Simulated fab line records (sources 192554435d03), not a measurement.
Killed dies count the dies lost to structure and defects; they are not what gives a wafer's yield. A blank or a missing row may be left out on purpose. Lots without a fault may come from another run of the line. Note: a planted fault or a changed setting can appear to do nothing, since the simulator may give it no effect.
Split-lot trial ; flow n5Finfet ; 39 wafers read across 7 lots, on a route 1938 steps long

ON THE SPLIT
At N5_BEOL_M7_HM_DEP_02 (deposits TiN, target thk 20 nm), the setting targetThkA was moved away from the recipe's 200 angstrom on 18 of the 39 wafers read, by -50.8% to +22.4%. The other wafers ran this setting at the recipe's value.

FROM THE SPLIT TO THE READING: what the file shows between them, 4 steps
- N5_BEOL_M7_COAT_59: time 60 s, resist thk 100 nm
- N5_BEOL_M7_COAT_60: time 60 s, resist thk 35 nm
- N5_BEOL_M7_STRIP_68: strips in N2/H2
- N5_BEOL_M7_STRIP_67: strips in CF4

THE READING
oesProductAu, in a.u., at N5_BEOL_M7_HM_OPEN_17 (chemistry Cl2/BCl3, target TiN, target depth 20 nm, overetch 6 nm). A value of 0.68 a.u. with a standard deviation of 0.068 a.u. is what fault-free wafers of this fab line usually give.

wafer;tool, chamber at the split;targetThkA as run, angstrom;against the recipe;oesProductAu, a.u.;against lot-mates on the recipe
L075.1;pvdSputter-01, -;200;recipe;0.72;-
L075.2;pvdSputter-01, -;200;recipe;0.66;-
L075.3;pvdSputter-01, -;147.1;-26.5%;0.62;-0.06
L075.4;pvdSputter-01, -;200;recipe;0.65;-
L075.5;pvdSputter-01, -;147.1;-26.5%;0.56;-0.12
L075.6;pvdSputter-01, -;147.1;-26.5%;0.62;-0.06
L074.1;pvdSputter-03, -;200;recipe;0.66;-
L074.2;pvdSputter-03, -;200;recipe;0.73;-
L074.3;pvdSputter-03, -;200;recipe;0.66;-
L074.4;pvdSputter-03, -;116.2;-41.9%;0.55;-0.13
L074.5;pvdSputter-03, -;116.2;-41.9%;0.51;-0.17
L074.6;pvdSputter-03, -;116.2;-41.9%;0.55;-0.13
L082.2;pvdSputter-03, -;200;recipe;0.70;-
L082.3;pvdSputter-03, -;200;recipe;0.74;-
L082.6;pvdSputter-03, -;200;recipe;0.74;-
L088.1;pvdSputter-02, -;200;recipe;0.78;-
L088.2;pvdSputter-02, -;121.6;-39.2%;0.61;-0.18
L088.3;pvdSputter-02, -;200;recipe;0.79;-
L088.4;pvdSputter-02, -;121.6;-39.2%;0.61;-0.18
L088.5;pvdSputter-02, -;200;recipe;0.79;-
L088.6;pvdSputter-02, -;121.6;-39.2%;0.61;-0.18
L089.1;pvdSputter-02, -;244.7;+22.4%;0.81;+0.10
L089.2;pvdSputter-02, -;244.7;+22.4%;0.77;+0.06
L089.3;pvdSputter-02, -;200;recipe;0.69;-
L089.4;pvdSputter-02, -;200;recipe;0.72;-
L089.5;pvdSputter-02, -;200;recipe;0.72;-
L089.6;pvdSputter-02, -;244.7;+22.4%;0.77;+0.06
L094.1;pvdSputter-03, -;200;recipe;0.71;-
L094.2;pvdSputter-03, -;200;recipe;0.68;-
L094.3;pvdSputter-03, -;99.79;-50.1%;0.51;-0.19
L094.4;pvdSputter-03, -;99.79;-50.1%;0.49;-0.21
L094.5;pvdSputter-03, -;200;recipe;0.71;-
L094.6;pvdSputter-03, -;99.79;-50.1%;0.48;-0.22
L096.1;pvdSputter-02, -;200;recipe;0.64;-
L096.2;pvdSputter-02, -;98.32;-50.8%;0.49;-0.16
L096.3;pvdSputter-02, -;200;recipe;0.69;-
L096.4;pvdSputter-02, -;200;recipe;0.63;-
L096.5;pvdSputter-02, -;98.32;-50.8%;0.50;-0.15
L096.6;pvdSputter-02, -;98.32;-50.8%;0.46;-0.19

THE FIT
A straight line over all 39 wafers: oesProductAu changes by +0.00388 a.u. for each +1% of targetThkA; r = +0.91; the points scatter about the line by 0.041 a.u.
The same after taking each lot's own level away (the mean of its wafers on the recipe; 39 wafers): +0.00371 a.u. for each +1%; r = +0.96; scatter 0.025 a.u.
According to that fit, moving targetThkA by its largest amount changes the reading by 0.19 a.u.
The lots' own levels span 0.653 to 0.787 a.u., that is 2.0 times the standard deviation above.
The two slopes agree, so the slope changes little with the lot-to-lot level.
Check: with one of the wafers moved furthest among these (-50.8%) left out of the fit, the line predicts -0.192 a.u. for it against its lot-mates. It came out at -0.163 a.u. against them.

THESE WAFERS: OTHER SPLITS
Before the reading, these wafers also passed through other splits. Each is held against what the fit with the lots' levels taken away leaves over:
other split on the same wafers;wafers away from the commonest value;r with oesProductAu (lot level and that fit taken away)
N5_BEOL_M2_ETCH_64 timeS;9;+0.31
N5_BEOL_M3_ETCH_41 targetDepthA;12;-0.01
N5_BEOL_M5_ILD_DEP_00 targetThkA;18;-0.21

THE WHOLE CHAIN: every reading that the file lists as answering this split, in the file's order
step;what it does;reading;change (the file's fit);r (the file's)
N5_BEOL_M7_HM_DEP_02;deposits TiN, target thk 20 nm;TiN_of_BEOL_M7_HM_DEP_02.thkNm (the simulator's own value, which no gauge read);+0.2 nm for each +1% of the setting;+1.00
N5_BEOL_M7_HM_OPEN_17;chemistry Cl2/BCl3, target TiN, target depth 20 nm, overetch 6 nm;oesProductAu;+0.00372 a.u. for each +1% of the setting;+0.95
N5_BEOL_M7_HM_OPEN_17;chemistry Cl2/BCl3, target TiN, target depth 20 nm, overetch 6 nm;etch.depthNm (the simulator's own value, which no gauge read);+0.201 nm for each +1% of the setting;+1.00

FILE'S OWN FIT
oesProductAu changes by +0.00372 a.u. for each +1% of targetThkA, r = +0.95.
